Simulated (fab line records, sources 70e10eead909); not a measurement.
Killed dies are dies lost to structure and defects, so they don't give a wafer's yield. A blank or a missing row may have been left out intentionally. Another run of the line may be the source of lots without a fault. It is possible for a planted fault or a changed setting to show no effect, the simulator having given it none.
Which of the tools did it? + flow nand-harc + 12 lots with 36 wafers sampled at 2 steps, on a route of 1302 steps

## WHAT EACH GAUGE READ, for each wafer
NHARC_A_SLIT_OVL_MEAS_10.
| lot  | measured     | on         | overlay-x-nm (nm) |
|------|--------------|------------|-------------------|
| L075 | day 20 02:07 | overlay-01 | -0.4 -0.4 0.0     |
| L077 | day 21 10:49 | overlay-01 | -0.4 -0.5 -1.0    |
| L078 | day 22 13:22 | overlay-02 | -1.8 -1.6 -2.2    |
| L080 | day 23 00:16 | overlay-02 | 0.8 0.5 0.5       |
| L083 | day 23 08:07 | overlay-01 | -0.4 -0.3 -0.2    |
| L085 | day 24 13:17 | overlay-01 | -1.1 -0.6 -0.4    |
| L087 | day 24 20:09 | overlay-02 | -2.5 -2.3 -2.5    |
| L088 | day 26 06:36 | overlay-02 | 0.2 0.4 0.3       |
| L090 | day 26 21:46 | overlay-01 | 0.5 0.5 0.9       |
| L093 | day 27 18:37 | overlay-01 | 0.7 0.8 0.3       |
| L094 | day 28 05:00 | overlay-02 | 0.3 -0.1 0.8      |
| L097 | day 29 09:40 | overlay-02 | -0.1 -0.4 -0.6    |

## WHICH TOOL RAN EACH LOT (tool, then ch and the chambers of the sampled wafers, then the start)
| lot  | NHARC_A_STAIRCASE_ALD_420        |
|------|----------------------------------|
| L075 | ald-hk-01 ch 0,1,2, day 17 11:31 |
| L077 | ald-hk-03 ch 1,3, day 19 02:52   |
| L078 | ald-hk-01 ch 1,2, day 19 17:01   |
| L080 | ald-hk-01 ch 1,2,3, day 20 05:10 |
| L083 | ald-hk-04 ch 0,2,3, day 20 20:06 |
| L085 | ald-hk-01 ch 0,1,2, day 22 07:07 |
| L087 | ald-hk-04 ch 0,2,3, day 22 15:17 |
| L088 | ald-hk-04 ch 1,2, day 23 23:15   |
| L090 | ald-hk-03 ch 1,2,3, day 24 04:19 |
| L093 | ald-hk-03 ch 0,2,3, day 25 10:03 |
| L094 | ald-hk-01 ch 0,2,3, day 26 00:41 |
| L097 | ald-hk-01 ch 0,2,3, day 26 22:02 |
- NHARC_A_STAIRCASE_ALD_420: deposits SiO2, target thk 20 nm, pulse time 6 s, ald cycles 200.

## THE ANSWER, worked out from the rows above alone
Rule: what is usual is taken from the lots themselves. Put in order of their means at a reading, lots are off if they are a third of the lots or fewer, leave a main group of 4 or more, and stand apart from it by a gap of 3 or more times the standard deviation of the main group's means; of several such gaps the widest counts. If all means in a main group match to the digits the tables above print for the reading, that group is not used. A lot without any number at a reading at which 4 lots or more have one is off too. The other lots that the step has rows for count as sound.
No lot is off on any of the readings shown, so nothing can be concluded from this.

## WHAT THE SIMULATOR HAD PUT IN
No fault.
